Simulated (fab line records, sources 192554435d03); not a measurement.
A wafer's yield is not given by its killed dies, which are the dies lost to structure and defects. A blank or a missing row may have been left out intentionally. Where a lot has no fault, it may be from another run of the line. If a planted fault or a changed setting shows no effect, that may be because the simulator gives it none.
Chamber matching + flow n5 finfet + N5_BEOL_M12_DEP_53 on pecvd-01: 3 sister chambers
The step deposits SiCN from 3MS/NH3, target thk 30 nm, time 10.5 s. 3 wafers are shown with their chamber, then 10 later ones without.

## WAFERS, EACH WITH ITS CHAMBER
| wafer  | chamber | throttle valve pct (%) |
|--------|---------|------------------------|
| L088.6 | 1       | 18.8                   |
| L091.1 | 2       | 17.2                   |
| L091.2 | 0       | 19.1                   |

## WAFERS WITH NO CHAMBER GIVEN
| wafer  | throttle valve pct (%) |
|--------|------------------------|
| L091.4 | 19.3                   |
| L090.2 | 18.6                   |
| L090.4 | 18.9                   |
| L090.5 | 18.7                   |
| L092.1 | 19.1                   |
| L092.4 | 18.6                   |
| L092.6 | 19.0                   |
| L096.2 | 18.5                   |
| L096.3 | 19.1                   |
| L096.4 | 17.3                   |

## EACH ONE'S CHAMBER
| wafer  | from the rows above     | in truth |
|--------|-------------------------|----------|
| L091.4 | can't be placed: 0 or 1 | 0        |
| L090.2 | can't be placed: 1 or 0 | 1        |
| L090.4 | can't be placed: 1 or 0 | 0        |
| L090.5 | can't be placed: 1 or 0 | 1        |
| L092.1 | can't be placed: 0 or 1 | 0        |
| L092.4 | can't be placed: 1 or 0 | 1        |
| L092.6 | can't be placed: 0 or 1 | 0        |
| L096.2 | can't be placed: 1 or 0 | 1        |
| L096.3 | can't be placed: 0 or 1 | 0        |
| L096.4 | 2                       | 2        |
Correct placement for 1 of the 10. Unplaceable from these rows: 9, with the true chamber sitting among the candidates in 9. Number placed wrongly: 0.
How it was worked out, from the rows above alone: a wafer's distance from a chamber is the root of the sum, over the readings, of the square of ((its reading less the chamber's mean) divided by the reading's scatter). If the next closest chamber is less than 2 further off than the closest, the wafer can't be placed; otherwise it belongs to the closest. The mean given for a chamber averages the wafers shown for that chamber. The scatter: root of mean squared gap, hidden wafer to nearest shown wafer, with one shown wafer a chamber.
